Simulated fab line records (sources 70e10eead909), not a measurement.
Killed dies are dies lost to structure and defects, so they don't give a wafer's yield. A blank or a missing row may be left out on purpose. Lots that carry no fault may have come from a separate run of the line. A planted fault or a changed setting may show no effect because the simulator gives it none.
Chamber matching -- flow nand-harc -- rie-diel-07 running NHARC_A_STAIRCASE_ETCH_444: 4 sister chambers
The step etches the open film in C4F8/O2, target depth 20400 nm, time 6800 s. 4 wafers are shown with their chamber, then 7 later ones without.

WAFERS PAIRED WITH THEIR CHAMBERS
wafer,chamber,rf-vpp-V (V)
L085.5,1,814
L088.2,3,802
L087.2,0,810
L087.3,2,807

WAFERS WITHOUT THEIR CHAMBER
wafer,rf-vpp-V (V)
L087.5,807
L095.1,814
L095.3,800
L095.5,802
L096.2,807
L096.5,806
L096.6,813

EACH ONE'S CHAMBER
wafer,from the rows above,in truth
L087.5,2,2
L095.1,1,1
L095.3,3,3
L095.5,3,3
L096.2,2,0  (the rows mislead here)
L096.5,2,2
L096.6,1,1
6 of 7 placed correctly. Number that these rows cannot place: 0. 1 placed wrongly.
How it was worked out, from the rows above alone: a wafer's distance from a chamber is the root of the sum, over the readings, of the square of ((its reading less the chamber's mean) divided by the reading's scatter). If the next closest chamber is less than 2 further off than the closest, the wafer can't be placed; otherwise it belongs to the closest. A chamber's mean is the mean of its shown wafers. The scatter: with one shown wafer a chamber, the root of the mean of the squares of how far each hidden wafer lies from its nearest shown one.
